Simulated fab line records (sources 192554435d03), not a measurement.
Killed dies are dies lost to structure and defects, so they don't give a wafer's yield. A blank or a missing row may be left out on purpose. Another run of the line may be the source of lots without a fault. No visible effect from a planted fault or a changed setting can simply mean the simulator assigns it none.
Matching of chambers	flow n5 finfet	4 sister chambers for N5_FIN_SAQP_ETCH_52 on rie diel-03
The step etches SOC in N2/H2, target depth 100 nm, overetch 20 nm, time 150 s. 7 wafers are shown with their chamber, then 7 later ones without.

## EACH WAFER AND ITS CHAMBER
wafer	chamber	drypump motor current A (A)	showerhead plenum p Torr (Torr)
L077.4	0	5.5	2.51
L077.5	1	6.5	2.72
L082.5	3	4.9	2.64
L088.1	3	4.8	2.63
L088.6	2	5.3	2.43
L089.3	0	5.5	2.50
L089.4	2	5.3	2.43

## WAFERS WITHOUT THEIR CHAMBER
wafer	drypump motor current A (A)	showerhead plenum p Torr (Torr)
L089.6	4.9	2.63
L090.1	5.5	2.50
L090.5	5.3	2.43
L090.6	4.9	2.63
L093.2	5.3	2.43
L093.3	4.8	2.63
L093.4	6.5	2.71

## THE CHAMBER EACH PASSED THROUGH
wafer	from the rows above	in truth
L089.6	3	3
L090.1	0	0
L090.5	2	2
L090.6	3	3
L093.2	2	2
L093.3	3	3
L093.4	1	1
Correct placement for 7 of the 7. From these rows, 0 cannot be placed. Wrongly placed: 0.
How it was worked out, from the rows above alone: a wafer's distance from a chamber is the root of the sum, over the readings, of the square of ((its reading less the chamber's mean) divided by the reading's scatter). If the next closest chamber is less than 2 further off than the closest, the wafer can't be placed; otherwise it belongs to the closest. Each chamber's mean is taken over the wafers shown for it. The scatter is the square root of a quotient: the sum, over the shown wafers, of each reading's squared deviation from its chamber's mean, divided by wafers minus chambers.
